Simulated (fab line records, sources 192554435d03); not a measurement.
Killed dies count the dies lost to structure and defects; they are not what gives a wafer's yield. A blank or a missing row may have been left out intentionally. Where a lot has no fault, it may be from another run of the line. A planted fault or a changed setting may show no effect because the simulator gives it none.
Chamber matching	flow n5_finfet	N5_FIN_CUT_DESCUM_13 on rie_diel-04 has 4 sister chambers
The step chemistry O2, time 7 s. 8 wafers are shown with their chamber, then 9 later ones without.

WAFERS, EACH WITH ITS CHAMBER
wafer	chamber	drypump_motor_current_A (A)	showerhead_plenum_p_Torr (Torr)
L080.6	2	5.7	2.02
L084.2	2	5.7	2.02
L085.1	0	5.6	2.08
L085.3	1	5.0	2.06
L085.6	3	5.4	2.20
L088.3	0	5.7	2.08
L088.4	1	5.0	2.06
L088.5	3	5.4	2.19

WAFERS WHOSE CHAMBER IS MISSING
wafer	drypump_motor_current_A (A)	showerhead_plenum_p_Torr (Torr)
L090.2	5.0	2.06
L090.5	5.6	2.08
L090.6	5.0	2.06
L094.3	5.6	2.07
L094.4	5.7	2.02
L094.5	5.6	2.07
L096.2	5.7	2.01
L096.3	5.0	2.06
L096.4	5.6	2.07

CHAMBER TAKEN BY EACH
wafer	from the rows above	in truth
L090.2	1	1
L090.5	0	0
L090.6	1	1
L094.3	0	0
L094.4	2	2
L094.5	0	0
L096.2	2	2
L096.3	1	1
L096.4	0	0
Correct placement for 9 of the 9. From these rows, 0 cannot be placed. Wrongly placed: 0.
How it was worked out, from the rows above alone: a wafer's distance from a chamber is the root of the sum, over the readings, of the square of ((its reading less the chamber's mean) divided by the reading's scatter). If the next closest chamber is less than 2 further off than the closest, the wafer can't be placed; otherwise it belongs to the closest. Each chamber's mean is taken over the wafers shown for it. How the scatter is found: for the shown wafers, subtract from each reading the mean of its chamber, square and add these, divide the total by (wafers less chambers), then take the root.
